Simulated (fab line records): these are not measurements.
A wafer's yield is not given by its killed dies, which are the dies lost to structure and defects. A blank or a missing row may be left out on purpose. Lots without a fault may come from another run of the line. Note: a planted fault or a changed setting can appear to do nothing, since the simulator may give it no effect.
Chamber matching ; flow nand harc ; NHARC_P_M1_PRE_CLEAN_32 on pecvd-03: 3 sister chambers
The step time 12 s. 3 wafers are shown with their chamber, then 10 later ones without.

## WAFERS PAIRED WITH THEIR CHAMBERS
wafer;chamber;heater power w (W)
L076.5;2;573
L088.2;1;641
L088.3;0;626

## WAFERS WITH NO CHAMBER GIVEN
wafer;heater power w (W)
L088.5;654
L091.1;577
L091.3;645
L091.5;570
L094.1;677
L094.5;669
L094.6;679
L094.2;685
L094.3;695
L094.4;674

## THE CHAMBER EACH PASSED THROUGH
wafer;from the rows above;in truth
L088.5;can't be placed: 1 or 0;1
L091.1;can't be placed: 2 or 0 or 1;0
L091.3;can't be placed: 1 or 0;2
L091.5;can't be placed: 2 or 0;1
L094.1;can't be placed: 1 or 0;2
L094.5;can't be placed: 1 or 0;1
L094.6;can't be placed: 1 or 0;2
L094.2;can't be placed: 1 or 0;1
L094.3;can't be placed: 1 or 0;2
L094.4;can't be placed: 1 or 0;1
Correctly placed: 0 of 10. Unplaceable from these rows: 10, with the true chamber sitting among the candidates in 5. 0 placed wrongly.
How it was worked out, from the rows above alone: a wafer's distance from a chamber is the root of the sum, over the readings, of the square of ((its reading less the chamber's mean) divided by the reading's scatter). The wafer belongs to the nearest chamber; if the next one is less than 2 further off, it can't be placed. The mean given for a chamber averages the wafers shown for that chamber. The scatter: root of mean squared gap, hidden wafer to nearest shown wafer, with one shown wafer a chamber.
